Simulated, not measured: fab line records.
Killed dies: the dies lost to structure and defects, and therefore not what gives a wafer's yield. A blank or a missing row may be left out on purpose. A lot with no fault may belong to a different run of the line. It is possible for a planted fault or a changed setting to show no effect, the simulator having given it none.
Which of the tools did it?    flow n5 finfet    10 lots with 30 wafers sampled at 4 steps, on a route of 1938 steps

## WHAT THE GAUGES READ, wafer by wafer
N5_BEOL_M4_RC_MEAS_101. Usual: CJ_P 5.75, standard deviation 0.23; DIBL_N 36.9 mV/V, standard deviation 1.7; DIBL_P 36.7 mV/V, standard deviation 2.1; IOFF_N 0.17 nA/um, standard deviation 0.032; IOFF_P 0.22 nA/um, standard deviation 0.036; ION_N 674 uA/um, standard deviation 12; ION_P 461 uA/um, standard deviation 7; RS_NWELL 1038 ohm/sq, standard deviation 7.4; SS_N 71.7 mV/dec, standard deviation 0.6; SS_P 73.4 mV/dec, standard deviation 0.67; VT_N 249 mV, standard deviation 3.1; VT_P -250 mV, standard deviation 3.2.
lot   measured      on         CJ_P            DIBL_N (mV/V)   DIBL_P (mV/V)   IOFF_N (nA/um)  IOFF_P (nA/um)  ION_N (uA/um)  ION_P (uA/um)  RS_NWELL (ohm/sq)  SS_N (mV/dec)   SS_P (mV/dec)   VT_N (mV)    VT_P (mV)       flag
L385  day 8 01:31   prober-01  5.93 6.12 5.69  35.5 36.4 35.7  35.5 36.6 34.9  0.14 0.15 0.14  0.18 0.20 0.18  657 674 666    448 464 456    1037 1021 1037     71.7 71.3 70.9  72.8 73.2 73.1  253 254 250  -254 -251 -251  
L386  day 9 00:19   prober-02  5.49 5.88 5.43  37.7 36.5 36.5  37.5 35.6 36.0  0.18 0.16 0.16  0.22 0.19 0.19  674 666 676    463 456 453    1035 1030 1040     71.6 71.3 71.7  73.8 73.2 73.5  250 250 250  -249 -252 -252  
L387  day 8 18:03   prober-02  5.87 5.84 5.54  35.1 37.2 37.5  33.9 36.8 35.1  0.13 0.17 0.17  0.15 0.19 0.16  653 682 677    449 455 451    1045 1050 1049     70.7 71.6 71.5  73.5 73.1 73.5  251 251 248  -257 -255 -256  
L389  day 9 03:32   prober-02  5.61 5.81 5.83  37.5 40.4 37.1  38.3 42.5 38.5  0.17 0.24 0.16  0.21 0.28 0.21  668 691 678    460 463 461    1027 1047 1041     71.6 72.7 72.3  73.6 75.5 73.6  250 242 250  -252 -248 -251  
L390  day 9 05:38   prober-02  5.79 6.01 5.74  38.0 35.7 37.3  40.4 36.3 39.3  0.20 0.16 0.18  0.27 0.20 0.26  687 670 671    469 464 463    1036 1035 1029     72.1 71.7 72.3  73.6 72.8 73.7  244 248 248  -246 -251 -248  
L392  day 9 08:10   prober-01  5.75 5.82 5.38  36.3 35.7 37.0  36.9 35.5 37.6  0.17 0.14 0.17  0.23 0.21 0.25  685 662 676    471 460 467    1040 1038 1052     71.0 71.5 71.1  73.6 73.7 72.9  245 250 248  -246 -250 -246  
L397  day 11 00:52  prober-01  5.72 5.83 5.82  37.7 34.9 36.2  38.5 36.7 37.5  0.19 0.14 0.16  0.26 0.21 0.23  688 677 677    475 466 461    1045 1035 1039     72.3 70.8 72.2  73.5 73.7 72.3  248 253 248  -245 -249 -246  
L398  day 11 09:40  prober-02  5.78 5.33 5.69  34.9 35.7 36.9  35.1 34.9 37.2  0.13 0.14 0.17  0.16 0.16 0.19  673 672 686    455 454 459    1029 1028 1032     70.6 71.3 71.6  73.0 73.2 74.1  251 253 250  -256 -256 -251  
L400  day 11 17:23  prober-01  3.93 3.66 3.83  37.3 37.9 37.8  37.5 36.3 36.2  0.18 0.20 0.18  0.27 0.24 0.23  676 685 681    468 470 468    1023 1015 1026     71.6 71.9 71.8  73.8 73.6 72.7  246 246 247  -247 -250 -249  OFF
L401  day 11 13:01  prober-01  3.81 4.11 3.91  36.7 37.6 36.9  37.8 38.0 37.0  0.14 0.18 0.15  0.22 0.22 0.19  664 671 660    456 459 458    1016 1004 1014     71.6 72.4 71.9  73.6 73.3 72.9  251 248 252  -252 -250 -252  OFF

## WHAT TOOL EACH LOT RAN ON (gives the tool, then ch and the chambers of the sampled wafers, and finally the start)
lot   N5_WELL_APT_IMPLANT_15          N5_BEOL_M4_SPUTTER_81         N5_BEOL_M4_ANNEAL_51
L385  implanter-02 ch 0, day 1 14:11  pvd sputter-03, day 7 22:42   rtp anneal-02 ch 0, day 8 00:19
L386  implanter-01 ch 0, day 1 20:25  pvd sputter-03, day 8 21:34   rtp anneal-02 ch 0, day 8 23:10
L387  implanter-01 ch 0, day 2 02:45  pvd sputter-03, day 8 15:19   rtp anneal-02 ch 0, day 8 16:55
L389  implanter-02 ch 0, day 2 14:39  pvd sputter-02, day 9 00:58   rtp anneal-02 ch 0, day 9 02:32
L390  implanter-01 ch 0, day 2 20:32  pvd sputter-02, day 9 02:51   rtp anneal-01 ch 0, day 9 04:28
L392  implanter-01 ch 0, day 3 08:31  pvd sputter-01, day 9 05:44   rtp anneal-02 ch 0, day 9 07:15
L397  implanter-02 ch 0, day 4 14:03  pvd sputter-03, day 10 22:27  rtp anneal-02 ch 0, day 10 23:58
L398  implanter-01 ch 0, day 4 20:07  pvd sputter-02, day 11 07:14  rtp anneal-02 ch 0, day 11 08:45
L400  implanter-01 ch 0, day 5 08:16  pvd sputter-03, day 11 14:39  rtp anneal-02 ch 0, day 11 16:15
L401  implanter-01 ch 0, day 5 14:47  pvd sputter-01, day 11 10:21  rtp anneal-01 ch 0, day 11 11:59
- N5_WELL_APT_IMPLANT_15
- N5_BEOL_M4_SPUTTER_81: material Cu, target thk 4.5 nm, time 8.29 s.
- N5_BEOL_M4_ANNEAL_51: time 90 s.

## WHAT THE TOOLS THEMSELVES READ (means of the sampled wafers that have a number; where no wafer has one, the mark that the record gives instead)
N5_BEOL_M4_SPUTTER_81. Usual: throttle valve pct 29.7 %, standard deviation 1.
lot   tool            throttle valve pct (%)  flag
L385  pvd sputter-03  29.5                    
L386  pvd sputter-03  28.8                    
L387  pvd sputter-03  30.8                    
L389  pvd sputter-02  29.7                    
L390  pvd sputter-02  29.9                    
L392  pvd sputter-01  30.2                    
L397  pvd sputter-03  29.0                    
L398  pvd sputter-02  30.2                    
L400  pvd sputter-03  29.6                    
L401  pvd sputter-01  29.4                    

N5_BEOL_M4_ANNEAL_51. Usual: wafer_temp_C_max 226.1, standard deviation 0.43.
lot   tool           wafer_temp_C_max  flag
L385  rtp anneal-02  226.5             
L386  rtp anneal-02  226.5             
L387  rtp anneal-02  226.6             
L389  rtp anneal-02  226.2             
L390  rtp anneal-01  225.8             
L392  rtp anneal-02  226.7             
L397  rtp anneal-02  226.2             
L398  rtp anneal-02  226.4             
L400  rtp anneal-02  226.3             
L401  rtp anneal-01  225.8             

## THE ANSWER, worked out from the rows above alone
Rule: take the mean of a lot's wafers that have a number; if it is more than 3 standard deviations from the usual mean, the lot is off. Also off: a lot with no number at a reading for which 4 or more lots have one. Any other lot the step has rows for is counted as sound. First the gauges in route order, then the tools' own readings, where a lot's mean is used as printed above. At the first step where some lot is off, the reading lying furthest off is the one used; lots without a number count as furthest.
Off: L400, L401, seen at N5_BEOL_M4_RC_MEAS_101 (CJ_P).
If a tool, at a process step before that reading, ran all the lots that are off and no sound lot after the first of them, it fits. Gauges at N5_BEOL_M4_RC_MEAS_101: tried the same way as those tools. Undecided on this evidence; 2 tools fit (implanter-01 at N5_WELL_APT_IMPLANT_15, prober-01 at N5_BEOL_M4_RC_MEAS_101).

## WHAT WAS PUT IN BY THE SIMULATOR
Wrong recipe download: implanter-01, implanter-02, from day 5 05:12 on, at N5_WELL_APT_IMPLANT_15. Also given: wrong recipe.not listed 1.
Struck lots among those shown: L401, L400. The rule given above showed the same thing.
